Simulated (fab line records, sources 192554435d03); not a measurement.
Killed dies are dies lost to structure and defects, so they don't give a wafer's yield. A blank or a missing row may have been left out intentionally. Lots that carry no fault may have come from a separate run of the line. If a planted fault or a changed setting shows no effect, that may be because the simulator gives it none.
fab line records	flow n5-finfet
record lots=9	wafers=26	last-day=17
route steps=1938 shown BEOL_M3@967 BEOL_M4@1111 PASSIVATION@1936
lots with no fault: from the same line, run without faults
start-h: hours from the record's opening day to when the first of the lot's shown wafers began	wait-h: hours from the lot's prior step to this one	" the same as in the row above	L1.1+2: several wafers, shown together as one row	- no value, or no start was given	* or withheld: withheld	< > ~ a bound
route shown NAME@n: names a module that has steps shown in the file, with the first one's number in the route	usual: mean/standard deviation of fault-free wafers	same: alike in all rows	chamber/n: place in a boat	sites: each site's reading	_std_site: how widely they spread, as a standard deviation	_edge_site: the outer-site mean with the inner-site mean subtracted	radius-mm: how far each site lies from the wafer's centre	mask NAME#n: copy n	behind: the last tool/chamber to shape the wafer	hold: what put the lot on hold/how long, in hours/how the hold closed	device: names the non-switching transistor (n, p or np)	end of line: the tests these same wafers got at the end of their route	where a step has no rows: the recipe by itself	killed: at the first sort, the dies lost to defects and structure; wafer yield is something else	map: a wafer's dies, marking killed ones x, the rest . and places with no die _
set.NAME: the run value of the setting; set.NAME@STEP: its run value at that earlier step	model.NAME: the simulator's own value behind a step, which no gauge read
one table for each step of the route and one row for each wafer, over a sample of lots
services: the hour from which a tool's chamber was out of use, counted from the record's first day as start-h (under 0 if before that day), plus the number of hours and why
## steps
# step N5_BEOL_M3_OVL_MEAS_29
# recipe points-per-wafer=522
# usual V2_OVL=0.0/0.67
lot.wafer	tool	chamber	start-h	wait-h	V2_OVL[nm]
L935.4	overlay-02	0	151.35	0.0	-1.0
L935.5	"	0	"	"	0.6
L935.6	"	0	"	"	-1.2
L937.1	overlay-02	0	169.31	0.0	1.3
L937.3	"	0	"	"	0.6
L937.4	"	0	"	"	0.2
L939.2	overlay-02	0	196.51	0.0	0.3
L939.4	"	0	"	"	-0.2
L939.5	"	0	"	"	-0.1
L942.1	overlay-01	0	203.93	0.0	0.0
L942.3	"	0	"	"	0.2
L942.4	"	0	"	"	0.5
L940.2	overlay-02	0	208.48	0.0	-1.0
L940.3	"	0	"	"	-0.5
L940.6	"	0	"	"	-0.4
L946.4	overlay-01	0	228.66	0.0	-0.1
L946.5	"	0	"	"	-0.6
L946.6	"	0	"	"	0.4
L950.1	overlay-01	0	255.65	0.0	0.8
L950.4	"	0	"	"	0.3
L951.2	overlay-02	0	256.15	0.0	-1.2
L951.3	"	0	"	"	-0.6
L951.4	"	0	"	"	-1.0
L954.2	overlay-02	0	278.01	0.0	-0.6
L954.4	"	0	"	"	0.6
L954.5	"	0	"	"	-0.5
# step N5_BEOL_M3_INSPECT_30
# recipe mode=adi	inspect-instrument=brightfield
# usual raw-defect-count=435/88
lot.wafer	tool	chamber	start-h	wait-h	raw-defect-count
L935.4	defect-inspect-01	-	151.39	0.0	247
L935.5	"	-	"	"	456
L935.6	"	-	"	"	378
L937.1	defect-inspect-02	-	169.37	0.1	346
L937.3	"	-	"	"	469
L937.4	"	-	"	"	476
L939.2	defect-inspect-02	-	196.56	0.0	665
L939.4	"	-	"	"	485
L939.5	"	-	"	"	583
L942.1	defect-inspect-02	-	203.98	0.1	478
L942.3	"	-	"	"	422
L942.4	"	-	"	"	506
L940.2	defect-inspect-02	-	208.54	0.0	641
L940.3	"	-	"	"	472
L940.6	"	-	"	"	353
L946.4	defect-inspect-02	-	228.71	0.0	410
L946.5	"	-	"	"	352
L946.6	"	-	"	"	420
L950.1	defect-inspect-02	-	255.71	0.1	375
L950.4	"	-	"	"	358
L951.2	defect-inspect-02	-	256.21	0.0	404
L951.3	"	-	"	"	497
L951.4	"	-	"	"	522
L954.2	defect-inspect-01	-	278.07	0.0	503
L954.4	"	-	"	"	412
L954.5	"	-	"	"	370
# step N5_BEOL_M3_ETCH_69
# recipe chemistry=CF4	target=SiARC	target-depth-a=156	mask-material=CAR-EUV	time-s=26	ion-energy-ev=80	pressure-mtorr=40	source-w=545	bias-w=36	Ar_flow_sccm=100	cf4-flow-sccm=100	ends=cleared
# usual bias-w=35.99/0.11	drypump-motor-current-A=5.9/0.4	etch-rf-on-time-s=26.0/0.47	oes-product-au=0.67/0.074	rf-vpp-V=184.1/1.2	showerhead-plenum-p-Torr=2.13/0.075	throttle-valve-pct=15.66/0.25
lot.wafer	tool	chamber	start-h	wait-h	bias-w	drypump-motor-current-A	etch-rf-on-time-s	oes-product-au	rf-hours-counter-h	rf-vpp-V	showerhead-plenum-p-Torr	throttle-valve-pct
L935.4	rie-diel-04	2	151.47	0.0	35.85	6.2	26.3	0.58	247	184.3	2.11	15.62
L935.5	"	1	"	"	35.96	5.3	25.6	0.69	-	183.1	2.08	15.51
L935.6	"	0	"	"	35.85	5.9	26.1	0.65	-	182.7	2.06	15.40
L937.1	rie-diel-05	0	169.46	0.0	36.01	5.9	26.5	0.62	185	185.2	2.21	15.94
L937.3	"	1	"	"	36.14	5.6	25.8	0.63	184	185.5	2.21	15.42
L937.4	"	3	"	"	36.05	5.7	25.6	0.59	250	183.3	2.02	15.67
L939.2	rie-diel-04	2	196.65	0.0	36.16	6.2	25.7	0.84	3	184.6	2.10	15.13
L939.4	"	3	"	"	36.26	6.4	26.2	0.65	139	182.0	1.98	15.79
L939.5	"	2	"	"	35.94	6.2	26.0	0.84	-	184.3	2.10	15.13
L942.1	rie-diel-06	2	204.67	0.0	35.77	6.2	26.9	0.59	224	184.1	2.20	15.96
L942.3	"	0	"	"	35.88	6.2	25.7	0.65	152	184.3	2.14	15.81
L942.4	"	1	"	"	35.76	6.2	25.1	0.77	28	184.3	2.18	15.73
L940.2	rie-diel-05	0	208.85	0.0	36.20	5.9	26.7	0.60	198	185.6	2.21	15.97
L940.3	"	1	"	"	36.02	5.6	26.3	0.61	196	185.1	2.20	15.46
L940.6	"	0	"	"	35.96	5.9	26.7	0.60	-	185.9	2.21	15.98
L946.4	rie-diel-06	2	228.79	0.0	35.91	6.2	26.9	0.58	230	185.2	2.20	15.97
L946.5	"	1	"	"	35.89	6.2	25.1	0.76	-	184.6	2.18	15.73
L946.6	"	2	"	"	36.09	6.1	26.9	0.58	-	184.6	2.20	15.96
L950.1	rie-diel-06	3	255.80	0.0	35.99	6.2	26.3	0.65	157	184.1	2.14	15.85
L950.4	"	1	"	"	35.99	6.2	25.5	0.74	42	184.9	2.17	15.74
L951.2	rie-diel-04	3	256.29	0.0	36.13	6.4	25.9	0.64	159	181.6	1.98	15.81
L951.3	"	0	"	"	35.83	5.9	26.2	0.63	172	182.7	2.05	15.46
L951.4	"	3	"	"	36.08	6.4	26.0	0.64	-	183.0	1.98	15.81
L954.2	rie-diel-04	1	278.15	0.0	35.93	5.2	25.4	0.66	149	183.1	2.07	15.58
L954.4	"	0	"	"	36.16	5.9	26.3	0.62	181	181.9	2.05	15.48
L954.5	"	1	"	"	35.90	5.3	25.6	0.66	-	183.4	2.07	15.56
# step N5_BEOL_M3_ETCH_70
# recipe chemistry=N2/H2	target=SOC	target-depth-a=800	overetch-a=160	mask-material=SiARC	temp-c=40	time-s=120	ion-energy-ev=200	pressure-mtorr=30	source-w=840	bias-w=150	n2-flow-sccm=200	h2-flow-sccm=200
# usual bias-w=149.9/0.49	drypump-motor-current-A=6.0/0.39	n2-flow-sccm=200.0/0.63	oes-product-au=0.60/0.062	rf-vpp-V=523/3	run-length-s=143.3/0.46	showerhead-plenum-p-Torr=2.50/0.11	temp-c=39.99/0.1	throttle-valve-pct=17.86/0.28
lot.wafer	tool	chamber	start-h	wait-h	bias-w	drypump-motor-current-A	n2-flow-sccm	oes-product-au	rf-hours-counter-h	rf-vpp-V	run-length-s	showerhead-plenum-p-Torr	temp-c	throttle-valve-pct
L935.4	rie-diel-04	1	152.19	0.0	150.4	5.3	200.3	0.60	115	520	143.0	2.45	39.86	17.54
L935.5	"	3	"	"	150.1	6.5	200.0	0.60	-	518	143.0	2.35	40.02	18.09
L935.6	"	2	"	"	150.1	6.3	199.5	0.53	-	524	143.2	2.50	39.99	17.95
L937.1	rie-diel-06	2	175.11	0.0	149.2	6.2	199.8	0.54	217	526	142.3	2.63	40.09	18.18
L937.3	"	3	"	"	150.3	6.2	198.9	0.60	135	525	143.5	2.55	40.05	17.97
L937.4	"	1	"	"	150.1	6.2	200.8	0.68	20	525	143.4	2.61	39.95	18.08
L939.2	rie-diel-04	3	197.44	0.0	150.2	6.4	200.2	0.58	139	518	143.0	2.35	39.98	18.11
L939.4	"	1	"	"	150.0	5.3	199.5	0.60	128	519	143.0	2.44	40.02	17.56
L939.5	"	3	"	"	150.7	6.4	200.6	0.58	-	520	143.0	2.35	40.04	18.11
L942.1	rie-diel-05	3	210.59	0.0	150.2	5.7	200.0	0.75	1	528	143.9	2.71	40.03	17.31
L942.3	"	1	"	"	151.0	5.6	200.5	0.56	197	528	143.3	2.64	40.10	17.75
L942.4	"	0	"	"	149.8	5.9	199.7	0.55	198	526	143.6	2.63	39.87	18.18
L940.2	rie-diel-04	0	215.81	0.0	149.9	5.9	199.9	0.57	158	520	143.6	2.43	40.16	17.65
L940.3	"	2	"	"	150.2	6.2	198.9	0.72	9	523	143.3	2.50	39.73	17.52
L940.6	"	2	"	"	150.0	6.3	199.9	0.73	-	525	143.3	2.50	40.04	17.53
L946.4	rie-diel-04	1	232.32	0.0	149.5	5.3	200.6	0.59	138	521	143.1	2.44	39.93	17.58
L946.5	"	3	"	"	149.8	6.4	200.2	0.59	-	519	143.1	2.34	39.88	18.13
L946.6	"	2	"	"	149.8	6.2	199.6	0.71	-	523	143.3	2.49	39.97	17.53
L950.1	rie-diel-04	0	259.07	0.0	-	5.9	200.2	0.62	173	520	132.6	2.43	39.93	17.67
L950.4	"	0	"	"	-	5.9	200.2	0.62	-	520	132.6	2.43	39.90	17.66
L951.2	rie-diel-04	3	261.82	0.0	149.6	6.4	200.4	0.57	162	519	143.4	2.34	40.02	18.14
L951.3	"	3	"	"	149.9	6.5	200.5	0.57	-	519	143.0	2.34	40.06	18.15
L951.4	"	0	"	"	-	5.9	200.3	0.62	-	521	132.7	2.43	39.93	17.67
L954.2	rie-diel-04	0	291.68	0.0	150.9	5.9	200.2	0.55	184	521	143.6	2.42	40.04	17.68
L954.4	"	3	"	"	-	6.4	199.6	0.62	172	517	131.4	2.33	40.11	18.17
L954.5	"	0	"	"	150.8	5.9	200.1	0.56	-	520	143.9	2.42	40.07	17.68
# step N5_BEOL_M4_RC_MEAS_101
# usual DIBL_N=36.1/1.4	DIBL_P=36.3/1.4	IOFF_N=0.154/0.021	IOFF_P=0.21/0.032	ION_N=670/8.1	ION_P=461/7	SS_N=71.4/0.49	SS_P=73.3/0.5	VT_N=250.4/2.6	VT_P=-250/3.7
lot.wafer	tool	chamber	start-h	wait-h	DIBL_N[mV/V]	DIBL_P[mV/V]	IOFF_N[nA/um]	IOFF_P[nA/um]	ION_N[uA/um]	ION_P[uA/um]	SS_N[mV/dec]	SS_P[mV/dec]	VT_N[mV]	VT_P[mV]
L935.4	prober-02	0	184.87	0.5	35.2	35.6	0.146	0.18	664	451	72.2	73.3	253.0	-256
L935.5	"	0	"	"	36.5	37.4	0.168	0.20	671	454	72.1	74.0	251.3	-255
L935.6	"	0	"	"	34.0	34.8	0.126	0.17	669	453	71.1	73.0	252.2	-253
L937.1	prober-01	0	205.64	0.0	36.2	36.9	0.161	0.19	672	455	70.7	73.9	249.6	-253
L937.3	"	0	"	"	36.6	38.1	0.170	0.21	673	459	71.9	74.1	250.5	-256
L937.4	"	0	"	"	38.0	40.1	0.195	0.25	679	464	71.2	73.9	248.4	-248
L939.2	prober-02	0	211.23	0.2	33.3	32.9	0.124	0.22	664	472	70.8	73.2	252.9	-244
L939.4	"	0	"	"	36.0	35.6	0.170	0.28	676	475	71.4	73.1	246.2	-242
L939.5	"	0	"	"	34.6	34.2	0.146	0.25	681	480	71.1	72.8	250.2	-241
L942.1	prober-02	0	228.04	0.0	36.0	36.1	0.164	0.26	671	467	71.0	73.4	248.0	-244
L942.3	"	0	"	"	36.1	36.0	0.164	0.26	669	468	71.2	74.3	248.1	-245
L942.4	"	0	"	"	34.7	34.3	0.138	0.24	676	472	70.9	73.3	251.7	-248
L940.2	prober-02	0	239.01	0.2	35.3	36.6	0.152	0.21	668	458	71.9	73.1	249.3	-251
L940.3	"	0	"	"	34.5	35.5	0.133	0.19	664	456	71.6	72.4	250.4	-252
L940.6	"	0	"	"	35.5	35.6	0.142	0.20	662	455	71.7	72.9	252.5	-251
L946.4	prober-01	0	272.69	0.5	36.6	36.9	0.168	0.25	666	461	71.9	73.8	248.4	-245
L946.5	"	0	"	"	35.7	36.5	0.154	0.23	666	464	71.9	73.5	250.2	-249
L946.6	"	0	"	"	35.4	35.8	0.154	0.23	668	461	72.2	73.0	253.2	-250
L950.1	prober-01	0	275.56	0.0	36.9	36.0	0.148	0.18	666	446	71.9	73.8	250.2	-253
L950.4	"	0	"	"	37.6	36.3	0.162	0.19	672	455	71.6	73.4	248.8	-254
L951.2	prober-01	0	303.73	0.2	35.6	36.2	0.154	0.19	669	456	72.6	73.0	251.8	-252
L951.3	"	0	"	"	36.6	37.5	0.183	0.22	680	463	71.6	73.8	248.0	-251
L951.4	"	0	"	"	34.6	35.9	0.146	0.19	674	461	71.4	73.3	248.0	-252
L954.2	prober-01	0	311.47	0.2	35.0	36.6	0.127	0.17	657	458	71.6	72.9	255.0	-255
L954.4	"	0	"	"	32.7	34.0	0.110	0.14	659	455	70.4	72.7	254.8	-254
L954.5	"	0	"	"	33.5	34.5	0.115	0.15	650	451	71.0	72.9	254.3	-259
# step N5_PASSIVATION_PROBE_49
# usual defect-limited-yield=91.0/1.6	killed_at_M0_to_M3=35/11	killed_at_M4_up=14/5.1	killed-at-contacts=12/6.6	killed-at-front-end=41/12	killed-at-other=4/3	killed-dies=107/19	killed-open=70/15	killed-short=35/8.5	sort_bin_5_function=5.3/1	sort_bin_6_memory=3.4/0.73	sort-n-pass=1073/19	sort-yield-pct=91.0/1.6
# same gross-dies=1180	killed-at-back-side=0	sort_bin_4_leakage[%]=0	sort_bin_8_speed[%]=0
lot.wafer	tool	chamber	start-h	wait-h	defect-limited-yield[%]	killed_at_M0_to_M3	killed_at_M4_up	killed-at-contacts	killed-at-front-end	killed-at-other	killed-dies	killed-open	killed-short	sort_bin_5_function[%]	sort_bin_6_memory[%]	sort-n-pass	sort-yield-pct[%]
L937.1	prober-01	-	319.03	0.0	92.5	26	14	13	35	0	88	57	29	4.7	2.3	1092	92.5
L937.3	prober-01	-	319.13	0.1	89.1	35	11	13	64	6	129	87	38	6.6	3.8	1051	89.1
L937.4	prober-01	-	319.18	0.2	93.6	27	7	8	31	3	76	44	31	3.1	3.1	1104	93.6
L942.1	prober-01	-	332.32	0.0	90.3	40	14	10	46	4	114	82	30	5.8	3.8	1066	90.3
L942.3	prober-01	-	332.42	0.1	90.5	38	19	12	41	2	112	75	33	5.2	3.9	1068	90.5
L942.4	prober-01	-	332.47	0.2	90.3	32	10	14	58	0	114	79	35	5.3	3.8	1066	90.3
L940.2	prober-02	-	347.73	0.1	93.7	22	11	6	26	9	74	43	28	4.3	1.9	1106	93.7
L940.3	prober-02	-	347.78	0.1	90.5	30	27	13	36	6	112	74	33	5.6	3.6	1068	90.5
L940.6	prober-02	-	347.93	0.3	92.1	27	18	9	37	2	93	58	26	5.2	2.5	1087	92.1
L946.4	prober-02	-	377.21	0.2	92.3	35	13	10	33	0	91	63	25	4.8	2.5	1089	92.3
L946.5	prober-02	-	377.26	0.2	91.1	29	8	20	45	3	105	80	25	5.5	3.1	1075	91.1
L951.2	prober-01	-	413.85	0.1	92.2	43	13	5	28	3	92	62	29	4.7	2.9	1088	92.2
L951.3	prober-01	-	413.90	0.1	90.9	31	11	17	44	4	107	69	37	5.3	3.3	1073	90.9
L951.4	prober-01	-	413.95	0.2	93.1	36	11	9	23	2	81	47	33	4.2	2.4	1099	93.1
L954.2	prober-02	-	415.84	0.1	93.4	34	8	13	18	5	78	48	29	3.8	2.5	1102	93.4
L954.4	prober-02	-	415.94	0.2	92.3	38	10	7	34	2	91	58	31	4.1	3.2	1089	92.3
L954.5	prober-02	-	415.99	0.2	91.4	23	17	14	42	5	101	47	53	4.8	3.1	1079	91.4
# killed by level:class
L937.1 MOL_CONTACT_COAG:geometric-particle:open=11 STI_FIN_REVEAL:geometric-particle:open=9 STARTING-WAFER:geometric-particle:short=6 BEOL_M0:geometric-particle:open=6 GATE_CUT:geometric-particle:short=5 BEOL_M1:geometric-particle:open=5 BEOL_M0_SAQP:geometric-particle:open=4 BEOL_M0_SAQP:geometric-particle:short=4
L937.3 STI_FIN_REVEAL:geometric-particle:open=24 BEOL_M3:geometric-particle:open=14 MOL_CONTACT_COAG:geometric-particle:open=13 FIN_SAQP:geometric-particle:open=12 FIN_SAQP:geometric-particle:short=10 BEOL_M0:geometric-particle:short=6 BEOL_M4:coat-microbubble-printed=4 BEOL_M0_SAQP:geometric-particle:open=4
L937.4 FIN_SAQP:geometric-particle:short=8 MOL_CONTACT_COAG:geometric-particle:open=7 BEOL_M0:geometric-particle:short=7 STI_FIN_REVEAL:geometric-particle:open=5 BEOL_M0_SAQP:geometric-particle:short=5 BEOL_M2:geometric-particle:open=5 STARTING-WAFER:geometric-particle:open=5 BEOL_M4:geometric-particle:open=4
L942.1 STI_FIN_REVEAL:geometric-particle:open=13 BEOL_M0_SAQP:geometric-particle:open=10 MOL_CONTACT_COAG:geometric-particle:open=9 FIN_SAQP:geometric-particle:open=8 DUMMY_GATE:geometric-particle:open=8 BEOL_M0_SAQP:geometric-particle:short=7 BEOL_M1:geometric-particle:open=6 BEOL_M2:geometric-particle:open=5
L942.3 BEOL_M0_SAQP:geometric-particle:open=14 STI_FIN_REVEAL:geometric-particle:open=12 MOL_CONTACT_COAG:geometric-particle:open=11 BEOL_M4:geometric-particle:open=7 ILD0:geometric-particle:open=6 GATE_CUT:geometric-particle:short=5 BEOL_M3:geometric-particle:open=5 BEOL_M3:geometric-particle:short=5
L942.4 FIN_SAQP:geometric-particle:open=17 STI_FIN_REVEAL:geometric-particle:open=12 MOL_CONTACT_COAG:geometric-particle:open=12 BEOL_M0_SAQP:geometric-particle:open=12 BEOL_M0_SAQP:geometric-particle:short=9 FIN_SAQP:geometric-particle:short=6 DUMMY_GATE:geometric-particle:open=6 ILD0:geometric-particle:open=3
L940.2 STI_FIN_REVEAL:geometric-particle:open=10 BEOL_M2:geometric-particle:open=7 BEOL_M3:geometric-particle:open=5 FIN_SAQP:geometric-particle:open=4 BEOL_M0:geometric-particle:short=4 PAD_METAL:geometric-particle:open=4 PAD_METAL:geometric-particle:short=4 FIN_SAQP:geometric-particle:short=3
L940.3 STI_FIN_REVEAL:geometric-particle:open=19 MOL_CONTACT_COAG:geometric-particle:open=9 BEOL_M2:geometric-particle:open=7 BEOL_M1:geometric-particle:open=6 BEOL_M5:geometric-particle:open=6 FIN_SAQP:geometric-particle:short=4 BEOL_M0_SAQP:geometric-particle:open=4 BEOL_M0_SAQP:geometric-particle:short=4
L940.6 STI_FIN_REVEAL:geometric-particle:open=12 MOL_CONTACT_COAG:geometric-particle:open=7 BEOL_M0_SAQP:geometric-particle:open=6 BEOL_M2:geometric-particle:open=6 BEOL_M6:geometric-particle:open=5 BEOL_M1:geometric-particle:open=4 BEOL_M3:geometric-particle:open=4 BEOL_M4:geometric-particle:open=4
L946.4 BEOL_M0_SAQP:geometric-particle:open=14 MOL_CONTACT_COAG:geometric-particle:open=9 BEOL_M8:geometric-particle:open=7 FIN_SAQP:geometric-particle:open=6 BEOL_M0_SAQP:geometric-particle:short=6 DUMMY_GATE:geometric-particle:open=5 BEOL_M2:geometric-particle:open=5 STI_FIN_REVEAL:geometric-particle:open=4
L946.5 MOL_CONTACT_COAG:geometric-particle:open=18 STI_FIN_REVEAL:geometric-particle:open=16 FIN_SAQP:geometric-particle:open=9 BEOL_M0_SAQP:geometric-particle:open=9 BEOL_M2:geometric-particle:open=6 FIN_SAQP:geometric-particle:short=5 DUMMY_GATE:geometric-particle:open=5 BEOL_M0_SAQP:geometric-particle:short=4
L951.2 BEOL_M1:geometric-particle:open=10 BEOL_M0_SAQP:geometric-particle:open=8 BEOL_M0:geometric-particle:short=7 MOL_CONTACT_COAG:geometric-particle:open=5 FIN_SAQP:geometric-particle:short=4 STI_FIN_REVEAL:geometric-particle:open=4 DUMMY_GATE:geometric-particle:open=4 BEOL_M2:geometric-particle:open=4
L951.3 MOL_CONTACT_COAG:geometric-particle:open=14 BEOL_M0_SAQP:geometric-particle:short=10 BEOL_M2:geometric-particle:open=10 FIN_SAQP:geometric-particle:open=9 FIN_SAQP:geometric-particle:short=8 STI_FIN_REVEAL:geometric-particle:open=7 DUMMY_GATE:geometric-particle:open=6 GATE_CUT:geometric-particle:short=5
L951.4 BEOL_M0_SAQP:geometric-particle:open=9 FIN_SAQP:geometric-particle:short=8 BEOL_M0_SAQP:geometric-particle:short=8 MOL_CONTACT_COAG:geometric-particle:open=7 BEOL_M4:geometric-particle:open=7 BEOL_M2:geometric-particle:open=6 BEOL_M3:geometric-particle:open=6 BEOL_M3:geometric-particle:short=4
L954.2 BEOL_M3:geometric-particle:open=12 MOL_CONTACT_COAG:geometric-particle:open=11 BEOL_M0_SAQP:geometric-particle:short=7 BEOL_M0_SAQP:geometric-particle:open=4 BEOL_M2:geometric-particle:open=4 BEOL_M4:geometric-particle:short=4 PASS1_CAP:geometric-particle:open=4 BEOL_M2:geometric-particle:short=3
L954.4 BEOL_M0_SAQP:geometric-particle:open=9 BEOL_M3:geometric-particle:open=9 FIN_SAQP:geometric-particle:short=8 BEOL_M0_SAQP:geometric-particle:short=8 MOL_CONTACT_COAG:geometric-particle:open=7 FIN_SAQP:geometric-particle:open=6 BEOL_M2:geometric-particle:open=5 BEOL_M4:geometric-particle:open=4
L954.5 BEOL_M0_SAQP:geometric-particle:short=12 MOL_CONTACT_COAG:geometric-particle:open=9 FIN_SAQP:geometric-particle:short=8 GATE_CUT:geometric-particle:short=7 BEOL_M0_SAQP:geometric-particle:open=6 MOL_CONTACT_COAG:geometric-particle:short=5 BEOL_M4:geometric-particle:short=5 GATE_CUT:geometric-particle:open=4
## services
tool	chamber	start-h	hours	kind
rie-diel-06	1	137.33	5.4	repair
rie-diel-05	2	138.48	4.3	repair
rie-diel-06	0	155.89	3.1	repair
rie-diel-04	2	162.41	-	clean
rie-diel-04	2	162.41	-	consumable-replace:focus-ring
rie-diel-04	2	162.41	17.5	scheduled-down
rie-diel-04	2	162.41	17.5	vent-cycle
rie-diel-05	3	169.95	-	clean
rie-diel-05	3	169.95	-	consumable-replace:focus-ring
rie-diel-05	3	169.95	-	consumable-replace:showerhead
rie-diel-05	3	169.95	37.1	scheduled-down
rie-diel-05	3	169.95	37.1	vent-cycle
rie-diel-04	3	179.15	9.9	repair
rie-diel-04	1	246.57	21.8	repair
rie-diel-04	2	259.91	4.9	repair
rie-diel-06	2	288.97	-	clean
rie-diel-06	2	288.97	-	consumable-replace:focus-ring
rie-diel-06	2	288.97	15.6	scheduled-down
rie-diel-06	2	288.97	15.6	vent-cycle
## key
first-sign step=N5_BEOL_M3_ETCH_70	reading=run-length-s	direction=down	sigmas=24	usual=*	struck=*
effect none on later readings
met-at N5_BEOL_M3_ETCH_70
struck-lots L950,L951,L954
struck-wafers L950.1,L950.4,L951.4,L954.4
not-acting-at N5_BEOL_M3_OVL_MEAS_29,N5_BEOL_M3_INSPECT_30,N5_BEOL_M3_ETCH_69
onset-between 232.32 259.07
fault kind=process-parameter-drift	tool=rie-diel-04	chamber=-	onset-h=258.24	steps=N5_BEOL_M3_ETCH_70	channel=time-s	offset=*	shape=step	end-h=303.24	scope=struck-wafers-only	acts-in=*	stated=*
